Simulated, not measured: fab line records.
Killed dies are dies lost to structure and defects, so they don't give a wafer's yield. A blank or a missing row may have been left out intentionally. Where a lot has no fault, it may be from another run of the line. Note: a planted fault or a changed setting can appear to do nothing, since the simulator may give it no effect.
The tool behind it: which one? | flow n5Finfet | 60 wafers from 20 lots sampled at 2 of the route's 1938 steps

== WHAT EACH GAUGE READ, for each wafer ==
N5_BEOL_M0_OCD_MEAS_108.
lot  | measured     | on     | trenchDepthNm (nm)
L075 | day 6 03:55  | ocd-01 | 33.3 33.1 31.7
L076 | day 6 10:37  | ocd-02 | 32.5 32.5 31.8
L077 | day 6 18:47  | ocd-02 | 34.2 33.1 32.4
L078 | day 6 20:29  | ocd-02 | 31.9 33.7 33.6
L080 | day 7 06:07  | ocd-01 | 33.5 31.4 33.9
L079 | day 7 06:11  | ocd-01 | 33.9 33.8 31.9
L082 | day 7 21:43  | ocd-02 | 32.4 33.3 32.9
L081 | day 7 21:49  | ocd-01 | 32.2 33.4 33.0
L083 | day 8 04:18  | ocd-02 | 32.7 33.4 33.3
L084 | day 8 10:26  | ocd-01 | 33.2 32.1 33.3
L085 | day 9 00:17  | ocd-02 | 32.8 33.8 33.8
L086 | day 9 05:55  | ocd-02 | 32.3 32.6 32.4
L087 | day 9 05:59  | ocd-01 | 32.2 33.8 32.1
L088 | day 9 07:13  | ocd-02 | 34.1 32.4 33.9
L089 | day 9 16:18  | ocd-01 | 33.1 31.1 33.3
L090 | day 9 20:14  | ocd-02 | 33.7 32.6 33.2
L091 | day 10 05:05 | ocd-02 | 32.9 32.8 32.8
L093 | day 10 15:10 | ocd-02 | 32.8 33.7 33.7
L094 | day 10 21:56 | ocd-02 | 32.7 33.2 33.8
L097 | day 11 15:29 | ocd-02 | 32.5 31.9 32.5

== EACH LOT AND THE TOOL THAT RAN IT (in order: tool; ch and the chambers of the sampled wafers; start) ==
lot  | N5_BEOL_M0_STRIP_104
L075 | rieDiel-04 ch 0,1,3, day 6 03:38
L076 | rieDiel-01 ch 0,2,3, day 6 10:19
L077 | rieDiel-03 ch 0,2, day 6 18:31
L078 | rieDiel-04 ch 0,1,2, day 6 20:05
L080 | rieDiel-04 ch 0,1,2, day 7 05:46
L079 | rieDiel-03 ch 0,2, day 7 05:54
L082 | rieDiel-04 ch 0,1,2, day 7 21:06
L081 | rieDiel-03 ch 1,2,3, day 7 21:08
L083 | rieDiel-01 ch 0,2, day 8 04:02
L084 | rieDiel-03 ch 0,2,3, day 8 10:06
L085 | rieDiel-04 ch 0,3, day 9 00:01
L086 | rieDiel-04 ch 0,2, day 9 05:39
L087 | rieDiel-04 ch 0,2,3, day 9 05:43
L088 | rieDiel-03 ch 1,2,3, day 9 06:56
L089 | rieDiel-04 ch 0,1,2, day 9 16:02
L090 | rieDiel-01 ch 1,3, day 9 19:35
L091 | rieDiel-04 ch 0,1, day 10 04:49
L093 | rieDiel-04 ch 0,2, day 10 14:49
L094 | rieDiel-01 ch 1,3, day 10 21:40
L097 | rieDiel-03 ch 0,1,2, day 11 14:59
- N5_BEOL_M0_STRIP_104: strips in N2/H2.

== WHAT THE TOOLS THEMSELVES READ (means of the sampled wafers that have a number; where no wafer has one, the mark that the record gives instead) ==
N5_BEOL_M0_STRIP_104.
lot  | tool       | biasPowerW (W) | drypumpMotorCurrentA (A) | n2FlowSccm (sccm) | oesProductAu (a.u.) | rfVppV (V) | showerheadPlenumPTorr (Torr) | throttleValvePct (%)
L075 | rieDiel-04 | 7.011          | 5.5                      | 200.0             | 0.82                | 59.1       | 2.48                         | 23.5
L076 | rieDiel-01 | 6.998          | 5.7                      | 200.2             | 0.72                | 59.7       | 2.52                         | 23.5
L077 | rieDiel-03 | 6.990          | 6.1                      | 200.6             | 0.81                | 61.3       | 2.54                         | 23.3
L078 | rieDiel-04 | 6.986          | 5.7                      | 200.2             | 0.86                | 57.4       | 2.48                         | 23.2
L080 | rieDiel-04 | 7.012          | 5.6                      | 200.0             | 0.83                | 59.3       | 2.48                         | 23.2
L079 | rieDiel-03 | 7.002          | 5.9                      | 199.9             | 0.88                | 61.4       | 2.57                         | 23.2
L082 | rieDiel-04 | 6.993          | 5.7                      | 200.1             | 0.84                | 58.9       | 2.47                         | 23.2
L081 | rieDiel-03 | 7.004          | 5.4                      | 200.3             | 0.85                | 60.5       | 2.56                         | 23.5
L083 | rieDiel-01 | 6.982          | 5.8                      | 199.9             | 0.80                | 60.0       | 2.44                         | 23.3
L084 | rieDiel-03 | 7.023          | 5.8                      | 199.9             | 0.77                | 59.2       | 2.54                         | 23.5
L085 | rieDiel-04 | 7.012          | 5.7                      | 200.9             | 0.72                | 58.2       | 2.46                         | 23.3
L086 | rieDiel-04 | 6.999          | 5.9                      | 200.2             | 0.76                | 59.3       | 2.46                         | 23.0
L087 | rieDiel-04 | 7.020          | 5.5                      | 200.1             | 0.77                | 59.2       | 2.46                         | 23.2
L088 | rieDiel-03 | 7.006          | 5.4                      | 199.7             | 0.82                | 59.5       | 2.56                         | 23.6
L089 | rieDiel-04 | 7.005          | 5.7                      | 199.6             | 0.81                | 57.3       | 2.47                         | 23.2
L090 | rieDiel-01 | 6.981          | 5.6                      | 200.0             | 0.78                | 58.8       | 2.58                         | 23.2
L091 | rieDiel-04 | 6.991          | 5.6                      | 199.7             | 0.82                | 58.8       | 2.48                         | 23.5
L093 | rieDiel-04 | 6.973          | 5.7                      | 199.8             | 0.78                | 58.6       | 2.45                         | 23.0
L094 | rieDiel-01 | 6.984          | 5.4                      | 200.4             | 0.74                | 58.5       | 2.59                         | 23.3
L097 | rieDiel-03 | 7.005          | 5.7                      | 200.4             | 0.81                | 58.4       | 2.55                         | 23.4

== THE ANSWER, worked out from the rows above alone ==
Rule: what is usual is taken from the lots themselves. The widest of any qualifying gaps counts: lots, ordered by their means at a reading, are off when they make up no more than a third of the lots, leave a main group of 4 or more, and stand apart from it by 3 or more times the standard deviation of that group's means. Not used: any main group whose means are identical at the precision the tables above print for the reading. A lot without any number at a reading at which 4 lots or more have one is off too. Any other lot the step has rows for is counted as sound. Order of review: gauges by route order, followed by the tools' own readings, for which a lot's mean as printed above is used. The first step at which some lot is off is used, and at that step the reading that is off furthest; a lot without a number counts as furthest.
None of the lots is off at any reading shown; this tells nothing.

== WHAT THE SIMULATOR PUT IN ==
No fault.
